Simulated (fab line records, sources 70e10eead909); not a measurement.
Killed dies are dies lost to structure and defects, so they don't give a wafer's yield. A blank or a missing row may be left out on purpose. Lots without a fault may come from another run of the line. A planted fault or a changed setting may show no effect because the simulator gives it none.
Chamber matching | flow nand_harc | NHARC_A_CONTACT_ETCH_102 on rie_diel-11: 4 sister chambers
The step etches the open film in CF4/O2, target depth 70 nm, overetch 7 nm, time 38.5 s. 4 wafers are shown with their chamber, then 7 later ones without.

WAFERS WITH THEIR CHAMBER
wafer  | chamber | showerhead_plenum_p_Torr (Torr)
L087.3 | 2       | 1.44
L085.6 | 1       | 1.38
L086.2 | 0       | 1.34
L086.3 | 3       | 1.36

WAFERS WITHOUT THEIR CHAMBER
wafer  | showerhead_plenum_p_Torr (Torr)
L086.4 | 1.44
L089.1 | 1.34
L089.2 | 1.36
L089.5 | 1.36
L094.1 | 1.34
L094.4 | 1.44
L094.6 | 1.35

WHICH CHAMBER EACH WENT THROUGH
wafer  | from the rows above     | in truth
L086.4 | 2                       | 2
L089.1 | 0                       | 0
L089.2 | 3                       | 3
L089.5 | 3                       | 3
L094.1 | 0                       | 0
L094.4 | 2                       | 2
L094.6 | can't be placed: 0 or 3 | 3
Placed correctly: 6 of 7. Can't be placed from these rows: 1 (the true chamber is among the candidates in 1). Placed wrongly: 0.
How it was worked out, from the rows above alone: a wafer's distance from a chamber is the root of the sum, over the readings, of the square of ((its reading less the chamber's mean) divided by the reading's scatter). The wafer belongs to the nearest chamber; if the next one is less than 2 further off, it can't be placed. A chamber's mean is the mean of its shown wafers. The scatter: with one shown wafer a chamber, the root of the mean of the squares of how far each hidden wafer lies from its nearest shown one.
